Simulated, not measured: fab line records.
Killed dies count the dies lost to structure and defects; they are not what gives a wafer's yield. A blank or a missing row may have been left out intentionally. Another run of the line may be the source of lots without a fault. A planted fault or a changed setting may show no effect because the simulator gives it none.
Which of the tools did it? -- flow n5_finfet -- 66 wafers from 22 lots sampled at 6 of the route's 1938 steps

== WHAT THE GAUGES SHOWED, per wafer ==
N5_BEOL_M13_INSPECT_30: inspects for defects (macro). Usual: 2.3 for raw_defect_count, sd 1.5.
lot,measured,on,raw_defect_count,flag
L074,day 10 18:54,defect_inspect-02,2 5 4,
L077,day 11 11:11,defect_inspect-02,3 0 1,
L075,day 11 12:31,defect_inspect-01,4 3 1,
L078,day 11 19:32,defect_inspect-02,2 6 0,
L076,day 11 19:52,defect_inspect-01,0 4 1,
L081,day 12 02:57,defect_inspect-02,0 2 2,
L079,day 12 06:40,defect_inspect-02,1 1 4,
L082,day 12 20:16,defect_inspect-02,1 1 3,
L083,day 13 07:48,defect_inspect-01,4 3 1,
L084,day 13 23:47,defect_inspect-01,0 2 2,
L088,day 14 05:16,defect_inspect-01,5 2 2,
L085,day 14 05:31,defect_inspect-02,4 1 1,
L086,day 14 11:57,defect_inspect-02,1 3 2,
L087,day 14 19:58,defect_inspect-01,1 2 0,
L089,day 15 05:37,defect_inspect-01,1 2 3,
L090,day 15 05:50,defect_inspect-02,3 1 3,
L092,day 15 06:05,defect_inspect-01,5 3 3,
L091,day 15 06:17,defect_inspect-02,1 1 6,
L093,day 15 17:14,defect_inspect-02,2 1 3,
L097,day 16 13:25,defect_inspect-02,4 2 3,
L095,day 16 13:37,defect_inspect-01,4 6 2,
L096,day 16 15:04,defect_inspect-02,1 1 3,

N5_BEOL_M15_CD_MEAS_17: the cd target is 360 nm. Usual: 359.4 nm for cd_nm, sd 3.
lot,measured,on,cd_nm (nm),flag
L074,day 11 04:29,cd_sem-02,364.9 360.9 355.1,
L077,day 11 23:48,cd_sem-03,357.2 360.1 358.4,
L075,day 12 00:47,cd_sem-01,360.7 363.3 360.5,
L078,day 12 04:57,cd_sem-03,358.0 363.2 361.0,
L076,day 12 06:05,cd_sem-03,352.9 359.6 356.8,
L081,day 12 14:01,cd_sem-03,358.8 360.4 362.1,
L079,day 12 19:29,cd_sem-01,358.8 356.7 357.7,
L082,day 13 06:32,cd_sem-01,352.6 357.7 353.5,
L083,day 13 16:25,cd_sem-01,357.6 360.1 359.4,
L084,day 14 11:50,cd_sem-01,361.7 358.3 354.9,
L088,day 14 14:38,cd_sem-03,361.0 356.8 360.8,
L085,day 14 18:48,cd_sem-02,352.8 355.0 355.0,
L086,day 14 23:59,cd_sem-02,355.1 360.8 360.4,
L087,day 15 04:45,cd_sem-01,362.0 361.7 362.2,
L089,day 15 19:54,cd_sem-02,354.8 360.8 352.5,
L090,day 15 20:20,cd_sem-01,354.6 356.9 353.7,
L092,day 15 20:49,cd_sem-02,356.7 355.6 361.1,
L091,day 15 21:19,cd_sem-02,366.8 363.9 364.5,
L093,day 16 02:57,cd_sem-01,363.1 359.9 359.7,
L097,day 17 00:17,cd_sem-02,358.2 359.6 360.7,
L095,day 17 03:39,cd_sem-02,356.8 363.4 358.3,
L096,day 17 05:02,cd_sem-02,361.1 361.1 362.7,

== TOOL THAT RAN EACH LOT (tool first, then ch and the chambers of the sampled wafers, then the start) ==
lot,N5_BEOL_M13_ETCH_38,N5_BEOL_M14_DESCUM_15,N5_BEOL_M14_DESCUM_33,N5_BEOL_M14_SPUTTER_44
L074,"rie_diel-01 ch 2,3, day 10 19:43","rie_diel-02 ch 1,2,3, day 10 23:10","rie_diel-02 ch 0,2,3, day 11 00:09","pvd_sputter-01, day 11 02:04"
L077,"rie_diel-05 ch 1,3, day 11 13:25","rie_diel-06 ch 1,2, day 11 16:33","rie_diel-02 ch 1,2, day 11 17:54","pvd_sputter-03, day 11 20:19"
L075,"rie_diel-01 ch 0,1,3, day 11 13:28","rie_diel-04 ch 0,2, day 11 17:12","rie_diel-06 ch 1,2, day 11 18:14","pvd_sputter-01, day 11 20:29"
L078,"rie_diel-03 ch 0,1,2, day 11 20:17","rie_diel-04 ch 2,3, day 12 00:08","rie_diel-06 ch 0,2, day 12 00:59","pvd_sputter-01, day 12 02:38"
L076,"rie_diel-01 ch 0,1, day 11 20:37","rie_diel-06 ch 0,2,3, day 12 00:19","rie_diel-02 ch 1,2,3, day 12 01:16","pvd_sputter-01, day 12 03:16"
L081,"rie_diel-01 ch 0,3, day 12 05:56","rie_diel-02 ch 1,2, day 12 08:17","rie_diel-04 ch 1,2,3, day 12 09:08","pvd_sputter-03, day 12 11:42"
L079,"rie_diel-05 ch 1,2,3, day 12 11:53","rie_diel-02 ch 1,2, day 12 14:27","rie_diel-06 ch 1,3, day 12 15:26","pvd_sputter-02, day 12 17:04"
L082,"rie_diel-03 ch 2,3, day 12 22:23","rie_diel-02 ch 2,3, day 13 01:09","rie_diel-02 ch 0,2,3, day 13 02:00","pvd_sputter-03, day 13 04:05"
L083,"rie_diel-05 ch 0,3, day 13 09:17","rie_diel-04 ch 1,3, day 13 11:43","rie_diel-04 ch 1,2, day 13 12:41","pvd_sputter-01, day 13 13:55"
L084,"rie_diel-01 ch 0,1,2, day 14 02:01","rie_diel-04 ch 0,3, day 14 04:46","rie_diel-04 ch 0,1,2, day 14 05:44","pvd_sputter-02, day 14 09:00"
L088,"rie_diel-01 ch 0,1, day 14 06:37","rie_diel-02 ch 0,2,3, day 14 09:36","rie_diel-06 ch 0,1,2, day 14 10:34","pvd_sputter-01, day 14 12:12"
L085,"rie_diel-01 ch 0,2,3, day 14 07:51","rie_diel-02 ch 0,2,3, day 14 10:56","rie_diel-06 ch 1,2,3, day 14 11:52","pvd_sputter-02, day 14 16:20"
L086,"rie_diel-01 ch 0,3, day 14 15:58","rie_diel-04 ch 0,1, day 14 19:08","rie_diel-04 ch 0,1, day 14 19:59","pvd_sputter-03, day 14 21:32"
L087,"rie_diel-05 ch 2,3, day 14 21:11","rie_diel-04 ch 0,3, day 14 23:41","rie_diel-06 ch 0,1,3, day 15 00:32","pvd_sputter-02, day 15 02:14"
L089,"rie_diel-03 ch 0,1,3, day 15 09:19","rie_diel-04 ch 1,2, day 15 14:40","rie_diel-02 ch 1,2,3, day 15 15:39","pvd_sputter-03, day 15 17:24"
L090,"rie_diel-01 ch 2,3, day 15 09:31","rie_diel-06 ch 0,1, day 15 14:43","rie_diel-06 ch 2,3, day 15 15:59","pvd_sputter-02, day 15 17:28"
L092,"rie_diel-05 ch 0,2,3, day 15 09:37","rie_diel-06 ch 0,1,3, day 15 15:04","rie_diel-04 ch 0,1,2, day 15 16:02","pvd_sputter-03, day 15 17:48"
L091,"rie_diel-01 ch 2,3, day 15 09:39","rie_diel-02 ch 0,3, day 15 15:13","rie_diel-02 ch 1,2, day 15 16:16","pvd_sputter-01, day 15 18:10"
L093,"rie_diel-01 ch 0,3, day 15 17:58","rie_diel-04 ch 2,3, day 15 20:47","rie_diel-02 ch 0,1,2, day 15 21:52","pvd_sputter-02, day 16 00:38"
L097,"rie_diel-01 ch 1,2,3, day 16 16:08","rie_diel-06 ch 0,2,3, day 16 18:40","rie_diel-06 ch 0,1,3, day 16 19:38","pvd_sputter-02, day 16 21:25"
L095,"rie_diel-03 ch 0,1,2, day 16 19:17","rie_diel-06 ch 0,1,3, day 16 22:10","rie_diel-06 ch 0,3, day 16 23:01","pvd_sputter-01, day 17 01:07"
L096,"rie_diel-01 ch 0,2,3, day 16 20:22","rie_diel-02 ch 0,1,3, day 16 23:04","rie_diel-02 ch 0,2,3, day 16 23:59","pvd_sputter-03, day 17 01:24"
- N5_BEOL_M13_ETCH_38: etches SiCN in CF4/N2, target depth 67.5 nm, time 71.9 s.
- N5_BEOL_M14_DESCUM_15: chemistry O2, time 7.9 s.
- N5_BEOL_M14_DESCUM_33: chemistry O2, time 7.9 s.
- N5_BEOL_M14_SPUTTER_44: material Ta, target thk 15 nm, time 24.19 s.

== WHAT THE TOOLS THEMSELVES READ (means of the sampled wafers that have a number; where no wafer has one, the mark that the record gives instead) ==
N5_BEOL_M13_ETCH_38. Usual: for bias_w, 69.98 W with a standard deviation of 0.21; for chamber_pressure_mTorr, 40.00 mTorr with a standard deviation of 0.035; for drypump_motor_current_A, 5.8 A with a standard deviation of 0.46; for oes_product_au, 0.81 a.u. with a standard deviation of 0.089; for rf_vpp_V, 381.7 V with a standard deviation of 1.7; for showerhead_plenum_p_Torr, 2.19 Torr with a standard deviation of 0.069; for throttle_valve_pct, 15.36 % with a standard deviation of 0.21.
lot,tool,bias_w (W),chamber_pressure_mTorr (mTorr),drypump_motor_current_A (A),oes_product_au (a.u.),rf_vpp_V (V),showerhead_plenum_p_Torr (Torr),throttle_valve_pct (%),flag
L074,rie_diel-01,69.85,40.02,6.1,0.77,380.6,2.13,15.36,
L077,rie_diel-05,69.96,39.99,5.5,0.83,382.8,2.24,15.24,
L075,rie_diel-01,69.89,39.98,6.0,0.81,382.7,2.22,15.36,
L078,rie_diel-03,70.14,40.00,5.5,0.85,381.3,2.18,15.50,
L076,rie_diel-01,69.94,40.00,5.9,0.80,383.3,2.24,15.40,
L081,rie_diel-01,69.83,39.99,6.2,0.72,380.9,2.14,15.49,
L079,rie_diel-05,69.89,39.98,5.5,0.85,383.1,2.23,15.18,
L082,rie_diel-03,69.93,39.97,5.6,0.77,380.9,2.17,15.47,
L083,rie_diel-05,69.97,40.04,6.1,0.82,381.2,2.16,15.51,
L084,rie_diel-01,70.13,39.99,5.8,0.82,382.2,2.22,15.34,
L088,rie_diel-01,70.29,40.03,5.8,0.86,383.3,2.29,15.29,
L085,rie_diel-01,70.02,39.98,6.0,0.75,380.1,2.14,15.45,
L086,rie_diel-01,70.04,39.98,6.2,0.70,381.1,2.14,15.51,
L087,rie_diel-05,69.92,39.98,5.6,0.83,383.1,2.22,15.15,
L089,rie_diel-03,69.97,40.00,5.9,0.86,380.2,2.16,15.34,
L090,rie_diel-01,70.03,39.99,6.1,0.74,381.3,2.12,15.43,
L092,rie_diel-05,70.15,39.96,5.9,0.81,381.3,2.19,15.36,
L091,rie_diel-01,69.68,40.00,6.1,0.74,380.1,2.12,15.42,
L093,rie_diel-01,70.00,40.00,6.1,0.69,381.0,2.16,15.58,
L097,rie_diel-01,69.95,40.02,5.9,0.80,381.8,2.19,15.33,
L095,rie_diel-03,69.99,40.04,5.5,0.89,380.8,2.17,15.41,
L096,rie_diel-01,70.11,39.97,6.0,0.73,380.5,2.14,15.49,

N5_BEOL_M14_DESCUM_15. Usual: for chamber_pressure_mTorr, 19.998 mTorr with a standard deviation of 0.019; for drypump_motor_current_A, 5.6 A with a standard deviation of 0.41; for oes_product_au, 0.80 a.u. with a standard deviation of 0.095; for rf_vpp_V, 242.7 V with a standard deviation of 1.4; for showerhead_plenum_p_Torr, 2.06 Torr with a standard deviation of 0.076; for temp_c, 40.00 C with a standard deviation of 0.12; for throttle_valve_pct, 20.45 % with a standard deviation of 0.2.
lot,tool,chamber_pressure_mTorr (mTorr),drypump_motor_current_A (A),oes_product_au (a.u.),rf_vpp_V (V),showerhead_plenum_p_Torr (Torr),temp_c (C),throttle_valve_pct (%),flag
L074,rie_diel-02,20.009,5.2,0.75,242.9,2.05,39.84,20.39,
L077,rie_diel-06,19.987,5.7,0.77,242.7,2.05,40.03,20.67,
L075,rie_diel-04,20.013,6.0,0.69,243.3,2.09,39.97,20.50,
L078,rie_diel-04,20.004,5.7,0.73,241.5,2.03,40.07,20.54,
L076,rie_diel-06,20.017,5.6,0.81,242.6,2.04,40.02,20.42,
L081,rie_diel-02,19.995,5.3,0.71,242.4,2.04,39.88,20.32,
L079,rie_diel-02,20.008,5.3,0.70,242.5,2.04,40.10,20.34,
L082,rie_diel-02,20.002,4.9,0.74,243.2,2.11,40.11,20.51,
L083,rie_diel-04,20.002,5.3,0.73,242.5,1.99,40.09,20.67,
L084,rie_diel-04,19.997,5.9,0.89,243.5,2.11,40.11,20.41,
L088,rie_diel-02,19.974,5.3,0.81,244.3,2.11,39.98,20.46,
L085,rie_diel-02,19.981,5.3,0.81,243.7,2.11,39.98,20.45,
L086,rie_diel-04,20.000,5.8,0.87,242.8,2.10,40.10,20.46,
L087,rie_diel-04,19.989,5.9,0.87,243.2,2.11,39.90,20.43,
L089,rie_diel-04,19.990,5.4,0.79,241.3,1.99,39.90,20.54,
L090,rie_diel-06,19.991,5.8,0.85,241.5,2.01,40.10,20.28,
L092,rie_diel-06,19.993,5.8,0.82,241.8,2.01,40.04,20.36,
L091,rie_diel-02,19.995,5.7,0.87,243.6,2.10,40.15,20.40,
L093,rie_diel-04,20.006,5.8,0.86,242.3,2.03,40.09,20.31,
L097,rie_diel-06,20.013,5.6,0.78,242.0,2.03,40.09,20.47,
L095,rie_diel-06,19.977,5.8,0.81,242.8,2.01,39.91,20.38,
L096,rie_diel-02,19.993,5.6,0.86,243.5,2.12,39.98,20.31,

N5_BEOL_M14_DESCUM_33. Usual: for chamber_pressure_mTorr, 20.002 mTorr with a standard deviation of 0.017; for drypump_motor_current_A, 5.6 A with a standard deviation of 0.38; for oes_product_au, 0.81 a.u. with a standard deviation of 0.092; for rf_vpp_V, 242.8 V with a standard deviation of 1.2; for showerhead_plenum_p_Torr, 2.06 Torr with a standard deviation of 0.073; for temp_c, 40.01 C with a standard deviation of 0.12; for throttle_valve_pct, 20.43 % with a standard deviation of 0.21.
lot,tool,chamber_pressure_mTorr (mTorr),drypump_motor_current_A (A),oes_product_au (a.u.),rf_vpp_V (V),showerhead_plenum_p_Torr (Torr),temp_c (C),throttle_valve_pct (%),flag
L074,rie_diel-02,20.003,5.3,0.75,243.2,2.12,40.08,20.45,
L077,rie_diel-02,19.989,5.1,0.72,242.9,2.10,39.99,20.41,
L075,rie_diel-06,20.009,6.0,0.81,242.2,2.03,40.04,20.56,
L078,rie_diel-06,20.011,5.6,0.85,242.7,2.05,39.93,20.33,
L076,rie_diel-02,20.008,5.2,0.74,242.8,2.05,40.01,20.42,
L081,rie_diel-04,19.998,5.5,0.72,241.6,2.02,40.00,20.58,
L079,rie_diel-06,20.005,6.0,0.84,242.1,2.01,40.03,20.44,
L082,rie_diel-02,19.990,5.3,0.83,243.7,2.11,40.02,20.43,
L083,rie_diel-04,20.014,5.7,0.70,242.1,2.02,40.00,20.54,
L084,rie_diel-04,20.000,5.7,0.90,243.0,2.06,40.07,20.40,
L088,rie_diel-06,20.006,5.8,0.80,242.6,2.03,40.04,20.50,
L085,rie_diel-06,20.008,5.7,0.78,243.3,2.02,40.06,20.56,
L086,rie_diel-04,19.994,5.4,0.79,242.6,2.03,39.98,20.59,
L087,rie_diel-06,19.987,5.8,0.82,241.9,2.01,40.04,20.36,
L089,rie_diel-02,20.010,5.2,0.81,244.2,2.13,40.03,20.37,
L090,rie_diel-06,19.997,5.5,0.77,242.4,2.03,39.89,20.53,
L092,rie_diel-04,19.994,5.7,0.85,242.5,2.06,40.06,20.41,
L091,rie_diel-02,20.012,5.4,0.89,245.7,2.20,39.91,20.19,
L093,rie_diel-02,19.994,5.5,0.86,243.5,2.18,39.90,20.29,
L097,rie_diel-06,19.992,5.8,0.81,242.0,2.01,40.02,20.37,
L095,rie_diel-06,19.984,5.7,0.82,242.9,2.02,39.91,20.26,
L096,rie_diel-02,19.999,5.3,0.87,243.4,2.10,39.97,20.39,

N5_BEOL_M14_SPUTTER_44. Usual: chamber_pressure_pa 0.07 Pa, standard deviation 0.00014; throttle_valve_pct 29.8 %, standard deviation 1.1.
lot,tool,chamber_pressure_pa (Pa),throttle_valve_pct (%),flag
L074,pvd_sputter-01,0.07,30.3,
L077,pvd_sputter-03,0.07,28.7,
L075,pvd_sputter-01,0.07,29.1,
L078,pvd_sputter-01,0.07,31.0,
L076,pvd_sputter-01,0.07,30.1,
L081,pvd_sputter-03,0.07,29.1,
L079,pvd_sputter-02,0.07,29.9,
L082,pvd_sputter-03,0.07,29.2,
L083,pvd_sputter-01,0.07,29.6,
L084,pvd_sputter-02,0.07,30.1,
L088,pvd_sputter-01,0.07,31.2,
L085,pvd_sputter-02,0.07,30.1,
L086,pvd_sputter-03,0.07,28.8,
L087,pvd_sputter-02,0.07,29.7,
L089,pvd_sputter-03,0.07,29.1,
L090,pvd_sputter-02,0.07,30.1,
L092,pvd_sputter-03,0.07,28.8,
L091,pvd_sputter-01,0.07,30.6,
L093,pvd_sputter-02,0.07,30.1,
L097,pvd_sputter-02,0.07,30.1,
L095,pvd_sputter-01,0.07,30.0,
L096,pvd_sputter-03,0.07,29.0,

== THE ANSWER, worked out from the rows above alone ==
Rule: lot off if the mean of its wafers having a number is beyond 3 standard deviations from the usual mean. A lot without any number at a reading at which 4 lots or more have one is off too. The other lots that the step has rows for count as sound. Order of review: gauges by route order, followed by the tools' own readings, for which a lot's mean as printed above is used. At the first step where some lot is off, the reading lying furthest off is the one used; lots without a number count as furthest.
Across all readings shown, no lot is off: no conclusion can be drawn from this.

== WHAT THE SIMULATOR HAD INSERTED ==
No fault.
